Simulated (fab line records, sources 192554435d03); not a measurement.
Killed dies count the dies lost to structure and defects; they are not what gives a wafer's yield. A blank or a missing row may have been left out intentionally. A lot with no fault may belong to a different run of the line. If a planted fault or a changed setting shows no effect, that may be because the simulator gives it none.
fab line records -- flow n5_finfet
record lots=24, wafers=72, last_day=17
route steps=1938 shown BEOL_M4@1034 BEOL_M5@1116
lots untouched by any fault: they come from a run of this same line in which no faults occurred
start_h: hours from the record's first day to the start of the lot's first wafer shown -- wait_h: hours elapsed since this lot's preceding step -- " as in the row above -- L1.1+2: several wafers, shown together as one row -- - either no value or no given start -- * or withheld: withheld -- < > ~ a bound
route shown NAME@n: NAME is a module with steps in the file, n the number in the route of the first one -- usual: mean and standard deviation over wafers with no fault -- same: alike in all rows -- chamber/n: place in a boat -- sites: the reading at each site -- _std_site: the standard deviation of these -- _edge_site: the outer-site mean with the inner-site mean subtracted -- radius_mm: how far each site lies from the wafer's centre -- mask NAME#n: copy n -- behind: the tool/chamber that last shaped the wafer -- hold: the reason the lot was held/the length of the hold in hours/how it ended -- device: whichever transistor did not switch (one of n, p or np) -- end of line: the tests these same wafers got at the end of their route -- a step without rows: its recipe alone -- killed: dies that structure and defects cost at the first sort, which is not the same as the wafer's yield -- map: a wafer's dies, marking killed ones x, the rest . and places with no die _
set.NAME: the run value of the setting; set.NAME@STEP: its run value at that earlier step -- model.NAME: the simulator's own value behind a step, which no gauge read
steps of the route over a sample of lots; a table a step, a row a wafer
services: a tool's chamber out of use, with start hour (start_h, from the record's first day; less than 0 if before it), hours out, and reason
## steps
# step N5_BEOL_M4_CD_MEAS_11
# recipe target_cd_nm=16.79, landing_energy_ev=500, detector=se_inlens, polarity=opening
# usual cd_nm=16.86/0.25
lot.wafer,tool,chamber,start_h,wait_h,cd_nm
L074.2,cd_sem-03,0,168.29,-,16.56
L074.3,cd_sem-03,0,168.29,-,16.62
L074.6,cd_sem-03,0,168.29,-,16.63
L075.1,cd_sem-02,0,171.14,-,16.93
L075.4,cd_sem-02,0,171.14,-,16.77
L075.6,cd_sem-02,0,171.14,-,16.85
L076.1,cd_sem-03,0,178.96,-,17.09
L076.3,cd_sem-03,0,178.96,-,16.87
L076.5,cd_sem-03,0,178.96,-,16.69
L077.2,cd_sem-03,0,179.30,-,16.53
L077.3,cd_sem-03,0,179.30,-,16.67
L077.4,cd_sem-03,0,179.30,-,16.59
L078.2,cd_sem-03,0,179.47,-,17.04
L078.3,cd_sem-03,0,179.47,-,16.85
L078.6,cd_sem-03,0,179.47,-,16.70
L079.1,cd_sem-02,0,198.66,-,16.81
L079.4,cd_sem-02,0,198.66,-,16.96
L079.6,cd_sem-02,0,198.66,-,16.94
L080.1,cd_sem-01,0,204.90,-,16.58
L080.4,cd_sem-01,0,204.90,-,16.80
L080.5,cd_sem-01,0,204.90,-,16.59
L081.1,cd_sem-02,0,206.46,-,17.10
L081.4,cd_sem-02,0,206.46,-,16.80
L081.5,cd_sem-02,0,206.46,-,16.91
L082.1,cd_sem-02,0,211.25,-,16.97
L082.2,cd_sem-02,0,211.25,-,17.18
L082.5,cd_sem-02,0,211.25,-,16.86
L084.2,cd_sem-01,0,212.54,-,16.96
L084.3,cd_sem-01,0,212.54,-,17.20
L084.5,cd_sem-01,0,212.54,-,17.28
L083.3,cd_sem-03,0,212.72,-,16.55
L083.4,cd_sem-03,0,212.72,-,17.14
L083.6,cd_sem-03,0,212.72,-,16.61
L085.3,cd_sem-02,0,231.39,-,16.92
L085.4,cd_sem-02,0,231.39,-,17.31
L085.5,cd_sem-02,0,231.39,-,17.40
L086.3,cd_sem-03,0,242.78,-,16.58
L086.5,cd_sem-03,0,242.78,-,17.06
L086.6,cd_sem-03,0,242.78,-,16.64
L089.3,cd_sem-01,0,247.70,-,16.78
L089.5,cd_sem-01,0,247.70,-,16.71
L089.6,cd_sem-01,0,247.70,-,17.20
L088.1,cd_sem-02,0,250.19,-,16.87
L088.2,cd_sem-02,0,250.19,-,17.00
L088.4,cd_sem-02,0,250.19,-,16.98
L090.1,cd_sem-02,0,251.22,-,16.71
L090.5,cd_sem-02,0,251.22,-,16.84
L090.6,cd_sem-02,0,251.22,-,17.04
L087.2,cd_sem-03,0,263.54,-,16.61
L087.3,cd_sem-03,0,263.54,-,16.97
L087.5,cd_sem-03,0,263.54,-,17.00
L092.1,cd_sem-02,0,268.10,-,16.52
L092.2,cd_sem-02,0,268.10,-,16.42
L092.4,cd_sem-02,0,268.10,-,16.94
L093.1,cd_sem-03,0,276.09,-,16.70
L093.3,cd_sem-03,0,276.09,-,16.60
L093.5,cd_sem-03,0,276.09,-,16.49
L094.1,cd_sem-02,0,280.79,-,16.84
L094.3,cd_sem-02,0,280.79,-,16.83
L094.4,cd_sem-02,0,280.79,-,17.00
L091.1,cd_sem-02,0,287.38,-,17.01
L091.2,cd_sem-02,0,287.38,-,17.04
L091.4,cd_sem-02,0,287.38,-,17.00
L095.3,cd_sem-01,0,287.55,-,16.89
L095.4,cd_sem-01,0,287.55,-,16.78
L095.6,cd_sem-01,0,287.55,-,17.03
L096.2,cd_sem-02,0,291.82,-,16.66
L096.4,cd_sem-02,0,291.82,-,16.86
L096.6,cd_sem-02,0,291.82,-,16.78
L097.3,cd_sem-01,0,302.20,-,17.04
L097.5,cd_sem-01,0,302.20,-,17.38
L097.6,cd_sem-01,0,302.20,-,16.86
# step N5_BEOL_M4_SPUTTER_79
# recipe material=Cu, target_thk_a=45, temp_c=-20, chamber_pressure_pa=0.07, power_w=withheld, time_s=8.29
# usual chuck_sensor_temp_C=-16.0/0.67, throttle_valve_pct=30.0/1.2
lot.wafer,tool,chamber,start_h,wait_h,chuck_sensor_temp_C,throttle_valve_pct
L074.2,pvd_sputter-03,-,176.17,0.1,-15.1,31.2
L074.3,pvd_sputter-03,-,176.17,0.1,-16.0,31.1
L074.6,pvd_sputter-03,-,176.17,0.1,-15.9,31.7
L075.1,pvd_sputter-02,-,176.45,0.1,-15.6,30.8
L075.4,pvd_sputter-02,-,176.45,0.1,-15.5,30.8
L075.6,pvd_sputter-02,-,176.45,0.1,-15.8,30.7
L076.1,pvd_sputter-02,-,185.58,0.1,-15.6,31.5
L076.3,pvd_sputter-02,-,185.58,0.1,-15.5,30.7
L076.5,pvd_sputter-02,-,185.58,0.1,-15.6,29.0
L078.2,pvd_sputter-03,-,190.22,0.1,-17.5,30.7
L078.3,pvd_sputter-03,-,190.22,0.1,-15.0,31.4
L078.6,pvd_sputter-03,-,190.22,0.1,-16.0,31.4
L077.2,pvd_sputter-02,-,190.40,0.1,-15.5,30.8
L077.3,pvd_sputter-02,-,190.40,0.1,-15.7,27.4
L077.4,pvd_sputter-02,-,190.40,0.1,-15.6,31.0
L079.1,pvd_sputter-03,-,206.52,0.1,-16.6,30.0
L079.4,pvd_sputter-03,-,206.52,0.1,-15.0,31.3
L079.6,pvd_sputter-03,-,206.52,0.1,-16.0,31.3
L080.1,pvd_sputter-03,-,209.60,0.1,-17.4,30.9
L080.4,pvd_sputter-03,-,209.60,0.1,-15.9,31.3
L080.5,pvd_sputter-03,-,209.60,0.1,-15.9,31.5
L081.1,pvd_sputter-01,-,213.66,0.1,-16.3,29.6
L081.4,pvd_sputter-01,-,213.66,0.1,-16.7,29.2
L081.5,pvd_sputter-01,-,213.66,0.1,-16.7,29.5
L082.1,pvd_sputter-03,-,217.42,0.1,-16.6,30.2
L082.2,pvd_sputter-03,-,217.42,0.1,-15.1,31.3
L082.5,pvd_sputter-03,-,217.42,0.1,-17.5,30.7
L083.3,pvd_sputter-02,-,220.98,0.1,-15.5,29.2
L083.4,pvd_sputter-02,-,220.98,0.1,-15.6,27.3
L083.6,pvd_sputter-02,-,220.98,0.1,-15.8,27.3
L084.2,pvd_sputter-01,-,221.17,0.1,-16.2,29.7
L084.3,pvd_sputter-01,-,221.17,0.1,-15.9,30.2
L084.5,pvd_sputter-01,-,221.17,0.1,-15.8,30.1
L085.3,pvd_sputter-01,-,243.07,0.1,-16.0,29.9
L085.4,pvd_sputter-01,-,243.07,0.1,-16.1,29.5
L085.5,pvd_sputter-01,-,243.07,0.1,-16.2,30.0
L086.3,pvd_sputter-03,-,248.05,0.1,-15.0,31.3
L086.5,pvd_sputter-03,-,248.05,0.1,-16.6,29.9
L086.6,pvd_sputter-03,-,248.05,0.1,-15.1,31.5
L089.3,pvd_sputter-02,-,256.43,0.1,-15.7,27.4
L089.5,pvd_sputter-02,-,256.43,0.1,-15.6,29.5
L089.6,pvd_sputter-02,-,256.43,0.1,-15.5,30.6
L088.1,pvd_sputter-01,-,261.31,0.1,-15.2,28.6
L088.2,pvd_sputter-01,-,261.31,0.1,-16.9,29.0
L088.4,pvd_sputter-01,-,261.31,0.1,-16.3,29.6
L090.1,pvd_sputter-01,-,264.31,0.1,-15.3,29.0
L090.5,pvd_sputter-01,-,264.31,0.1,-16.0,30.2
L090.6,pvd_sputter-01,-,264.31,0.1,-16.1,29.5
L087.2,pvd_sputter-03,-,274.00,0.1,-15.7,31.2
L087.3,pvd_sputter-03,-,274.00,0.1,-16.6,30.0
L087.5,pvd_sputter-03,-,274.00,0.1,-16.7,30.1
L092.1,pvd_sputter-02,-,278.30,0.1,-15.6,27.2
L092.2,pvd_sputter-02,-,278.30,0.1,-15.6,30.4
L092.4,pvd_sputter-02,-,278.30,0.1,-15.4,29.1
L093.1,pvd_sputter-03,-,289.15,0.1,-14.9,31.4
L093.3,pvd_sputter-03,-,289.15,0.1,-17.5,30.8
L093.5,pvd_sputter-03,-,289.15,0.1,-16.6,30.1
L094.1,pvd_sputter-02,-,289.64,0.1,-15.6,29.3
L094.3,pvd_sputter-02,-,289.64,0.1,-15.6,31.1
L094.4,pvd_sputter-02,-,289.64,0.1,-15.8,27.0
L091.1,pvd_sputter-03,-,297.29,0.1,-16.8,29.9
L091.2,pvd_sputter-03,-,297.29,0.1,-15.2,31.4
L091.4,pvd_sputter-03,-,297.29,0.1,-16.0,31.2
L095.3,pvd_sputter-02,-,297.39,0.1,-15.7,30.6
L095.4,pvd_sputter-02,-,297.39,0.1,-15.8,26.9
L095.6,pvd_sputter-02,-,297.39,0.1,-15.8,27.2
L096.2,pvd_sputter-01,-,298.48,0.1,-16.2,30.0
L096.4,pvd_sputter-01,-,298.48,0.1,-16.6,29.5
L096.6,pvd_sputter-01,-,298.48,0.1,-16.8,29.3
L097.3,pvd_sputter-01,-,307.41,0.1,-15.1,28.7
L097.5,pvd_sputter-01,-,307.41,0.1,-15.3,28.9
L097.6,pvd_sputter-01,-,307.41,0.1,-16.1,29.9
# step N5_BEOL_M4_SPUTTER_88
# recipe material=Cu, target_thk_a=45, temp_c=-20, chamber_pressure_pa=0.07, power_w=withheld, time_s=8.29
# usual chuck_sensor_temp_C=-16.0/0.67, throttle_valve_pct=30.0/1.2
lot.wafer,tool,chamber,start_h,wait_h,chuck_sensor_temp_C,throttle_valve_pct
L074.2,pvd_sputter-03,-,176.83,0.1,-14.9,31.2
L074.3,pvd_sputter-03,-,176.83,0.1,-16.0,31.4
L074.6,pvd_sputter-03,-,176.83,0.1,-15.9,31.1
L075.1,pvd_sputter-02,-,177.19,0.1,-15.5,31.3
L075.4,pvd_sputter-02,-,177.19,0.1,-15.3,30.7
L075.6,pvd_sputter-02,-,177.19,0.1,-15.5,30.8
L076.1,pvd_sputter-02,-,186.24,0.1,-15.8,31.2
L076.3,pvd_sputter-02,-,186.24,0.1,-15.3,30.9
L076.5,pvd_sputter-02,-,186.24,0.1,-15.4,29.0
L078.2,pvd_sputter-03,-,190.88,0.1,-17.2,30.2
L078.3,pvd_sputter-03,-,190.88,0.1,-15.0,31.2
L078.6,pvd_sputter-03,-,190.88,0.1,-15.9,31.4
L077.2,pvd_sputter-02,-,191.06,0.1,-15.5,30.9
L077.3,pvd_sputter-02,-,191.06,0.1,-15.8,27.2
L077.4,pvd_sputter-02,-,191.06,0.1,-15.7,31.3
L079.1,pvd_sputter-03,-,207.18,0.1,-16.7,29.9
L079.4,pvd_sputter-03,-,207.18,0.1,-15.1,31.3
L079.6,pvd_sputter-03,-,207.18,0.1,-16.0,31.4
L080.1,pvd_sputter-03,-,210.26,0.1,-17.4,30.6
L080.4,pvd_sputter-03,-,210.26,0.1,-15.9,31.3
L080.5,pvd_sputter-03,-,210.26,0.1,-16.0,31.2
L081.1,pvd_sputter-01,-,214.32,0.1,-16.2,29.6
L081.4,pvd_sputter-01,-,214.32,0.1,-16.6,29.5
L081.5,pvd_sputter-01,-,214.32,0.1,-16.9,29.2
L082.1,pvd_sputter-03,-,218.08,0.1,-16.4,30.0
L082.2,pvd_sputter-03,-,218.08,0.1,-15.2,31.3
L082.5,pvd_sputter-03,-,218.08,0.1,-17.5,30.5
L083.3,pvd_sputter-02,-,221.64,0.1,-15.7,29.1
L083.4,pvd_sputter-02,-,221.64,0.1,-15.6,27.2
L083.6,pvd_sputter-02,-,221.64,0.1,-15.7,27.1
L084.2,pvd_sputter-01,-,221.83,0.1,-16.3,29.8
L084.3,pvd_sputter-01,-,221.83,0.1,-15.9,30.3
L084.5,pvd_sputter-01,-,221.83,0.1,-16.0,30.4
L085.3,pvd_sputter-01,-,243.73,0.1,-15.8,30.2
L085.4,pvd_sputter-01,-,243.73,0.1,-16.1,29.6
L085.5,pvd_sputter-01,-,243.73,0.1,-16.3,29.6
L086.3,pvd_sputter-03,-,248.71,0.1,-15.1,31.3
L086.5,pvd_sputter-03,-,248.71,0.1,-16.5,30.0
L086.6,pvd_sputter-03,-,248.71,0.1,-15.2,31.3
L089.3,pvd_sputter-02,-,257.09,0.1,-15.9,27.0
L089.5,pvd_sputter-02,-,257.09,0.1,-15.7,29.2
L089.6,pvd_sputter-02,-,257.09,0.1,-15.5,31.0
L088.1,pvd_sputter-01,-,261.97,0.1,-15.2,28.8
L088.2,pvd_sputter-01,-,261.97,0.1,-16.8,29.4
L088.4,pvd_sputter-01,-,261.97,0.1,-16.3,29.7
L090.1,pvd_sputter-01,-,264.97,0.1,-15.3,28.8
L090.5,pvd_sputter-01,-,264.97,0.1,-16.0,30.3
L090.6,pvd_sputter-01,-,264.97,0.1,-16.2,29.5
L087.2,pvd_sputter-03,-,274.66,0.1,-15.8,31.6
L087.3,pvd_sputter-03,-,274.66,0.1,-16.7,30.1
L087.5,pvd_sputter-03,-,274.66,0.1,-16.7,29.9
L092.1,pvd_sputter-02,-,278.96,0.1,-15.7,27.2
L092.2,pvd_sputter-02,-,278.96,0.1,-15.6,30.6
L092.4,pvd_sputter-02,-,278.96,0.1,-15.4,29.1
L093.1,pvd_sputter-03,-,289.81,0.1,-15.1,31.2
L093.3,pvd_sputter-03,-,289.81,0.1,-17.6,30.5
L093.5,pvd_sputter-03,-,289.81,0.1,-16.4,30.0
L094.1,pvd_sputter-02,-,290.30,0.1,-15.4,29.2
L094.3,pvd_sputter-02,-,290.30,0.1,-15.6,31.3
L094.4,pvd_sputter-02,-,290.30,0.1,-15.8,27.1
L091.1,pvd_sputter-03,-,297.95,0.1,-16.7,29.8
L091.2,pvd_sputter-03,-,297.95,0.1,-15.0,31.1
L091.4,pvd_sputter-03,-,297.95,0.1,-15.7,31.0
L095.3,pvd_sputter-02,-,298.05,0.1,-15.3,30.8
L095.4,pvd_sputter-02,-,298.05,0.1,-15.7,27.0
L095.6,pvd_sputter-02,-,298.05,0.1,-15.8,27.4
L096.2,pvd_sputter-01,-,299.14,0.1,-16.1,30.2
L096.4,pvd_sputter-01,-,299.14,0.1,-16.8,29.3
L096.6,pvd_sputter-01,-,299.14,0.1,-16.7,29.4
L097.3,pvd_sputter-01,-,308.07,0.1,-15.4,28.9
L097.5,pvd_sputter-01,-,308.07,0.1,-15.4,28.8
L097.6,pvd_sputter-01,-,308.07,0.1,-15.8,30.1
# step N5_BEOL_M4_CO_CAP_55
# recipe material=Co, target_thk_a=20, temp_c=200, precursor=CCTBA/H2, pressure_torr=30, time_s=102.1
# usual heater_power_w=245/16
lot.wafer,tool,chamber,start_h,wait_h,heater_power_w
L074.2,cvd_co-01,1,178.57,0.0,243
L074.3,cvd_co-01,0,178.57,0.0,226
L074.6,cvd_co-01,0,178.57,0.0,223
L075.1,cvd_co-01,0,179.07,0.0,233
L075.4,cvd_co-01,2,179.07,0.0,223
L075.6,cvd_co-01,0,179.07,0.0,231
L076.1,cvd_co-02,0,187.98,0.0,244
L076.3,cvd_co-02,2,187.98,0.0,277
L076.5,cvd_co-02,2,187.98,0.0,288
L078.2,cvd_co-01,0,192.65,0.0,228
L078.3,cvd_co-01,1,192.65,0.0,243
L078.6,cvd_co-01,1,192.65,0.0,243
L077.2,cvd_co-02,1,192.90,0.0,233
L077.3,cvd_co-02,0,192.90,0.0,252
L077.4,cvd_co-02,0,192.90,0.0,254
L079.1,cvd_co-02,2,209.02,0.0,283
L079.4,cvd_co-02,0,209.02,0.0,246
L079.6,cvd_co-02,1,209.02,0.0,241
L080.1,cvd_co-02,2,212.09,0.0,279
L080.4,cvd_co-02,2,212.09,0.0,280
L080.5,cvd_co-02,1,212.09,0.0,237
L081.1,cvd_co-01,0,217.33,0.0,234
L081.4,cvd_co-01,1,217.33,0.0,247
L081.5,cvd_co-01,0,217.33,0.0,240
L082.1,cvd_co-02,2,219.84,0.0,286
L082.2,cvd_co-02,1,219.84,0.0,239
L082.5,cvd_co-02,0,219.84,0.0,253
L083.3,cvd_co-01,0,223.72,0.1,230
L083.4,cvd_co-01,1,223.72,0.1,246
L083.6,cvd_co-01,0,223.72,0.1,230
L084.2,cvd_co-02,1,223.85,0.0,237
L084.3,cvd_co-02,2,223.85,0.0,281
L084.5,cvd_co-02,2,223.85,0.0,293
L085.3,cvd_co-02,1,245.48,0.0,241
L085.4,cvd_co-02,2,245.48,0.0,279
L085.5,cvd_co-02,0,245.48,0.0,255
L086.3,cvd_co-02,0,250.47,0.0,254
L086.5,cvd_co-02,0,250.47,0.0,254
L086.6,cvd_co-02,1,250.47,0.0,241
L089.3,cvd_co-01,1,258.92,0.1,238
L089.5,cvd_co-01,1,258.92,0.1,235
L089.6,cvd_co-01,0,258.92,0.1,230
L088.1,cvd_co-01,0,264.07,0.0,231
L088.2,cvd_co-01,1,264.07,0.0,239
L088.4,cvd_co-01,1,264.07,0.0,248
L090.1,cvd_co-01,1,266.94,0.0,236
L090.5,cvd_co-01,1,266.94,0.0,247
L090.6,cvd_co-01,0,266.94,0.0,231
L087.2,cvd_co-02,1,276.42,0.0,235
L087.3,cvd_co-02,0,276.42,0.0,249
L087.5,cvd_co-02,2,276.42,0.0,284
L092.1,cvd_co-01,0,280.72,0.0,231
L092.2,cvd_co-01,1,280.72,0.0,241
L092.4,cvd_co-01,1,280.72,0.0,239
L093.1,cvd_co-01,0,291.57,0.0,233
L093.3,cvd_co-01,1,291.57,0.0,242
L093.5,cvd_co-01,1,291.57,0.0,243
L094.1,cvd_co-01,0,292.07,0.0,229
L094.3,cvd_co-01,1,292.07,0.0,241
L094.4,cvd_co-01,0,292.07,0.0,232
L091.1,cvd_co-02,0,299.99,0.0,255
L091.2,cvd_co-02,1,299.99,0.0,243
L091.4,cvd_co-02,1,299.99,0.0,236
L095.3,cvd_co-01,0,300.08,0.1,230
L095.4,cvd_co-01,1,300.08,0.1,244
L095.6,cvd_co-01,1,300.08,0.1,245
L096.2,cvd_co-01,0,300.91,0.0,231
L096.4,cvd_co-01,0,300.91,0.0,235
L096.6,cvd_co-01,0,300.91,0.0,238
L097.3,cvd_co-01,1,309.88,0.1,246
L097.5,cvd_co-01,0,309.88,0.1,236
L097.6,cvd_co-01,1,309.88,0.1,241
# step N5_BEOL_M5_HM_DEP_02
# recipe material=TiN, target_thk_a=200, temp_c=25, chamber_pressure_pa=0.49996
# usual throttle_valve_pct=30.1/0.98
lot.wafer,tool,chamber,start_h,wait_h,throttle_valve_pct
L074.2,pvd_sputter-02,-,180.46,0.0,30.6
L074.3,pvd_sputter-02,-,180.46,0.0,27.5
L074.6,pvd_sputter-02,-,180.46,0.0,27.3
L075.1,pvd_sputter-03,-,182.33,1.4,31.2
L075.4,pvd_sputter-03,-,182.33,1.4,30.5
L075.6,pvd_sputter-03,-,182.33,1.4,29.8
L076.1,pvd_sputter-01,-,191.91,2.1,30.1
L076.3,pvd_sputter-01,-,191.91,2.1,29.6
L076.5,pvd_sputter-01,-,191.91,2.1,29.7
L078.2,pvd_sputter-01,-,195.15,0.6,29.6
L078.3,pvd_sputter-01,-,195.15,0.6,29.2
L078.6,pvd_sputter-01,-,195.15,0.6,29.4
L077.2,pvd_sputter-01,-,195.29,0.5,29.9
L077.3,pvd_sputter-01,-,195.29,0.5,30.2
L077.4,pvd_sputter-01,-,195.29,0.5,29.4
L079.1,pvd_sputter-01,-,211.06,0.2,30.2
L079.4,pvd_sputter-01,-,211.06,0.2,28.8
L079.6,pvd_sputter-01,-,211.06,0.2,29.8
L080.1,pvd_sputter-03,-,214.44,0.4,30.6
L080.4,pvd_sputter-03,-,214.44,0.4,31.3
L080.5,pvd_sputter-03,-,214.44,0.4,30.6
L081.1,pvd_sputter-01,-,219.71,0.5,29.3
L081.4,pvd_sputter-01,-,219.71,0.5,30.3
L081.5,pvd_sputter-01,-,219.71,0.5,30.2
L082.1,pvd_sputter-01,-,223.25,1.2,29.8
L082.2,pvd_sputter-01,-,223.25,1.2,29.1
L082.5,pvd_sputter-01,-,223.25,1.2,29.2
L083.3,pvd_sputter-02,-,225.73,0.2,31.0
L083.4,pvd_sputter-02,-,225.73,0.2,31.3
L083.6,pvd_sputter-02,-,225.73,0.2,31.3
L084.2,pvd_sputter-03,-,225.89,0.2,30.5
L084.3,pvd_sputter-03,-,225.89,0.2,30.3
L084.5,pvd_sputter-03,-,225.89,0.2,29.9
L085.3,pvd_sputter-03,-,247.63,0.3,30.7
L085.4,pvd_sputter-03,-,247.63,0.3,31.4
L085.5,pvd_sputter-03,-,247.63,0.3,31.4
L086.3,pvd_sputter-01,-,253.55,1.3,29.3
L086.5,pvd_sputter-01,-,253.55,1.3,30.1
L086.6,pvd_sputter-01,-,253.55,1.3,29.8
L089.3,pvd_sputter-02,-,262.28,1.5,31.0
L089.5,pvd_sputter-02,-,262.28,1.5,30.4
L089.6,pvd_sputter-02,-,262.28,1.5,27.2
L088.1,pvd_sputter-01,-,266.89,1.0,29.7
L088.2,pvd_sputter-01,-,266.89,1.0,28.8
L088.4,pvd_sputter-01,-,266.89,1.0,29.2
L090.1,pvd_sputter-03,-,271.64,1.4,31.1
L090.5,pvd_sputter-03,-,271.64,1.4,31.0
L090.6,pvd_sputter-03,-,271.64,1.4,30.0
L087.2,pvd_sputter-03,-,280.36,1.6,31.3
L087.3,pvd_sputter-03,-,280.36,1.6,31.3
L087.5,pvd_sputter-03,-,280.36,1.6,31.5
L092.1,pvd_sputter-02,-,283.12,0.5,29.3
L092.2,pvd_sputter-02,-,283.12,0.5,27.0
L092.4,pvd_sputter-02,-,283.12,0.5,31.0
L093.1,pvd_sputter-03,-,295.01,1.6,30.3
L093.3,pvd_sputter-03,-,295.01,1.6,31.5
L093.5,pvd_sputter-03,-,295.01,1.6,30.3
L094.1,pvd_sputter-03,-,295.23,1.1,30.4
L094.3,pvd_sputter-03,-,295.23,1.1,30.0
L094.4,pvd_sputter-03,-,295.23,1.1,31.1
L095.3,pvd_sputter-03,-,301.97,0.0,30.0
L095.4,pvd_sputter-03,-,301.97,0.0,31.3
L095.6,pvd_sputter-03,-,301.97,0.0,30.6
L091.1,pvd_sputter-03,-,302.37,0.0,31.4
L091.2,pvd_sputter-03,-,302.37,0.0,30.1
L091.4,pvd_sputter-03,-,302.37,0.0,31.4
L096.2,pvd_sputter-03,-,305.58,2.3,31.4
L096.4,pvd_sputter-03,-,305.58,2.3,31.5
L096.6,pvd_sputter-03,-,305.58,2.3,30.1
L097.3,pvd_sputter-03,-,312.29,0.1,31.3
L097.5,pvd_sputter-03,-,312.29,0.1,30.0
L097.6,pvd_sputter-03,-,312.29,0.1,30.5
# step N5_BEOL_M5_CD_MEAS_11
# recipe target_cd_nm=27.74, landing_energy_ev=500, detector=se_inlens
# usual cd_nm=28.1/0.34
lot.wafer,tool,chamber,start_h,wait_h,cd_nm
L074.2,cd_sem-03,0,180.85,-,27.6
L074.3,cd_sem-03,0,180.85,-,27.6
L074.6,cd_sem-03,0,180.85,-,27.7
L075.1,cd_sem-02,0,182.72,-,28.3
L075.4,cd_sem-02,0,182.72,-,28.7
L075.6,cd_sem-02,0,182.72,-,28.1
L076.1,cd_sem-03,0,192.42,-,27.8
L076.3,cd_sem-03,0,192.42,-,27.8
L076.5,cd_sem-03,0,192.42,-,27.7
L078.2,cd_sem-02,0,195.67,-,28.1
L078.3,cd_sem-02,0,195.67,-,28.1
L078.6,cd_sem-02,0,195.67,-,28.3
L077.2,cd_sem-02,0,195.83,-,28.2
L077.3,cd_sem-02,0,195.83,-,28.6
L077.4,cd_sem-02,0,195.83,-,28.5
L079.1,cd_sem-03,0,211.58,-,28.1
L079.4,cd_sem-03,0,211.58,-,27.6
L079.6,cd_sem-03,0,211.58,-,27.4
L080.1,cd_sem-02,0,214.83,-,28.6
L080.4,cd_sem-02,0,214.83,-,28.2
L080.5,cd_sem-02,0,214.83,-,28.7
L081.1,cd_sem-01,0,220.28,-,27.7
L081.4,cd_sem-01,0,220.28,-,28.1
L081.5,cd_sem-01,0,220.28,-,28.5
L082.1,cd_sem-03,0,223.64,-,28.2
L082.2,cd_sem-03,0,223.64,-,28.5
L082.5,cd_sem-03,0,223.64,-,27.7
L083.3,cd_sem-02,0,226.13,-,28.1
L083.4,cd_sem-02,0,226.13,-,28.0
L083.6,cd_sem-02,0,226.13,-,27.7
L084.2,cd_sem-03,0,226.33,-,27.8
L084.3,cd_sem-03,0,226.33,-,28.7
L084.5,cd_sem-03,0,226.33,-,28.2
L085.3,cd_sem-03,0,248.16,-,27.8
L085.4,cd_sem-03,0,248.16,-,27.3
L085.5,cd_sem-03,0,248.16,-,28.4
L086.3,cd_sem-02,0,253.94,-,28.4
L086.5,cd_sem-02,0,253.94,-,28.5
L086.6,cd_sem-02,0,253.94,-,28.3
L089.3,cd_sem-02,0,262.80,-,27.9
L089.5,cd_sem-02,0,262.80,-,28.2
L089.6,cd_sem-02,0,262.80,-,28.1
L088.1,cd_sem-02,0,267.28,-,28.4
L088.2,cd_sem-02,0,267.28,-,28.3
L088.4,cd_sem-02,0,267.28,-,28.5
L090.1,cd_sem-02,0,272.05,-,27.8
L090.5,cd_sem-02,0,272.05,-,28.1
L090.6,cd_sem-02,0,272.05,-,27.8
L087.2,cd_sem-02,0,280.75,-,28.0
L087.3,cd_sem-02,0,280.75,-,28.4
L087.5,cd_sem-02,0,280.75,-,28.1
L092.1,cd_sem-02,0,283.63,-,28.7
L092.2,cd_sem-02,0,283.63,-,28.3
L092.4,cd_sem-02,0,283.63,-,28.2
L093.1,cd_sem-03,0,295.52,-,28.2
L093.3,cd_sem-03,0,295.52,-,28.1
L093.5,cd_sem-03,0,295.52,-,28.0
L094.1,cd_sem-03,0,295.74,-,28.1
L094.3,cd_sem-03,0,295.74,-,28.2
L094.4,cd_sem-03,0,295.74,-,28.3
L095.3,cd_sem-03,0,302.50,-,28.2
L095.4,cd_sem-03,0,302.50,-,28.0
L095.6,cd_sem-03,0,302.50,-,28.5
L091.1,cd_sem-01,0,302.89,-,28.1
L091.2,cd_sem-01,0,302.89,-,27.8
L091.4,cd_sem-01,0,302.89,-,27.9
L096.2,cd_sem-03,0,305.98,-,28.0
L096.4,cd_sem-03,0,305.98,-,27.5
L096.6,cd_sem-03,0,305.98,-,27.3
L097.3,cd_sem-03,0,312.81,-,28.6
L097.5,cd_sem-03,0,312.81,-,28.4
L097.6,cd_sem-03,0,312.81,-,28.3
## services
tool,chamber,start_h,hours,kind
pvd_sputter-02,-,156.98,2.5,repair
cvd_co-01,2,188.77,197.0,repair
cvd_co-02,-,212.38,6.0,pm
cvd_co-01,0,242.33,9.0,repair
pvd_sputter-01,-,254.97,2.7,repair
cvd_co-02,-,266.63,6.9,pm
## key
fault none
